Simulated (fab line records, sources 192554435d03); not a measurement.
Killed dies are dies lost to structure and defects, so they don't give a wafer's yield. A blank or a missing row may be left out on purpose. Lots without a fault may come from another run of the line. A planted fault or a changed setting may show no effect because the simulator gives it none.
Chamber matching | flow n5_finfet | N5_BEOL_M0_SAQP_PECVD_96 on pecvd-03: 3 sister chambers
The step deposits a-Si from SiH4/He, target thk 45 nm, time 45.2 s. 3 wafers are shown with their chamber, then 11 later ones without.

WAFERS WITH THEIR CHAMBER
wafer  | chamber | showerhead_plenum_p_Torr (Torr)
L084.5 | 2       | 5.64
L085.4 | 0       | 5.73
L089.1 | 1       | 5.64

WAFERS WITHOUT THEIR CHAMBER
wafer  | showerhead_plenum_p_Torr (Torr)
L089.3 | 5.64
L089.5 | 5.63
L090.2 | 5.63
L090.3 | 5.62
L090.4 | 5.72
L092.1 | 5.62
L092.3 | 5.64
L092.6 | 5.74
L095.3 | 5.62
L095.5 | 5.62
L095.6 | 5.63

WHICH CHAMBER EACH WENT THROUGH
wafer  | from the rows above     | in truth
L089.3 | can't be placed: 1 or 2 | 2
L089.5 | can't be placed: 1 or 2 | 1
L090.2 | can't be placed: 1 or 2 | 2
L090.3 | can't be placed: 1 or 2 | 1
L090.4 | 0                       | 0
L092.1 | can't be placed: 1 or 2 | 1
L092.3 | can't be placed: 1 or 2 | 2
L092.6 | 0                       | 0
L095.3 | can't be placed: 1 or 2 | 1
L095.5 | can't be placed: 1 or 2 | 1
L095.6 | can't be placed: 1 or 2 | 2
Placed correctly: 2 of 11. Can't be placed from these rows: 9 (the true chamber is among the candidates in 9). Placed wrongly: 0.
How it was worked out, from the rows above alone: a wafer's distance from a chamber is the root of the sum, over the readings, of the square of ((its reading less the chamber's mean) divided by the reading's scatter). The wafer belongs to the nearest chamber; if the next one is less than 2 further off, it can't be placed. A chamber's mean is the mean of its shown wafers. The scatter: with one shown wafer a chamber, the root of the mean of the squares of how far each hidden wafer lies from its nearest shown one.
